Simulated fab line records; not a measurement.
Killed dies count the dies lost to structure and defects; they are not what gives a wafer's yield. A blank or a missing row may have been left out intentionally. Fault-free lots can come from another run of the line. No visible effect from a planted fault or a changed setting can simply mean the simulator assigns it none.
Matching of chambers + flow n5-finfet + 4 sister chambers for N5_BEOL_M2_STRIP_36 on rie-diel-06
The step strips in N2/H2. 8 wafers are shown with their chamber, then 9 later ones without.

== WAFERS PAIRED WITH THEIR CHAMBERS ==
| wafer  | chamber | showerhead-plenum-p-Torr (Torr) | drypump-motor-current-A (A) |
|--------|---------|---------------------------------|-----------------------------|
| L080.3 | 1       | 2.44                            | 5.8                         |
| L085.3 | 2       | 2.50                            | 5.0                         |
| L085.4 | 0       | 2.71                            | 5.8                         |
| L084.4 | 0       | 2.71                            | 5.9                         |
| L084.6 | 3       | 2.67                            | 6.1                         |
| L090.3 | 1       | 2.44                            | 5.8                         |
| L090.4 | 2       | 2.49                            | 5.0                         |
| L090.6 | 3       | 2.66                            | 6.0                         |

== WAFERS MISSING THEIR CHAMBER ==
| wafer  | showerhead-plenum-p-Torr (Torr) | drypump-motor-current-A (A) |
|--------|---------------------------------|-----------------------------|
| L091.2 | 2.65                            | 6.0                         |
| L091.4 | 2.69                            | 5.9                         |
| L091.6 | 2.69                            | 5.8                         |
| L096.1 | 2.43                            | 5.8                         |
| L096.3 | 2.49                            | 5.0                         |
| L096.5 | 2.69                            | 5.8                         |
| L097.1 | 2.65                            | 6.0                         |
| L097.2 | 2.49                            | 5.0                         |
| L097.3 | 2.43                            | 5.8                         |

== CHAMBER TAKEN BY EACH ==
| wafer  | from the rows above     | in truth |
|--------|-------------------------|----------|
| L091.2 | 3                       | 3        |
| L091.4 | can't be placed: 0 or 3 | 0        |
| L091.6 | 0                       | 0        |
| L096.1 | 1                       | 1        |
| L096.3 | 2                       | 2        |
| L096.5 | 0                       | 0        |
| L097.1 | 3                       | 3        |
| L097.2 | 2                       | 2        |
| L097.3 | 1                       | 1        |
Correctly placed: 8 of 9. Unplaceable from these rows: 1, with the true chamber sitting among the candidates in 1. 0 placed wrongly.
How it was worked out, from the rows above alone: a wafer's distance from a chamber is the root of the sum, over the readings, of the square of ((its reading less the chamber's mean) divided by the reading's scatter). If the next closest chamber is less than 2 further off than the closest, the wafer can't be placed; otherwise it belongs to the closest. Each chamber's mean is taken over the wafers shown for it. The scatter: take each reading less its chamber's mean, square it, sum over the shown wafers, divide by the number of wafers less the number of chambers, and take the root.
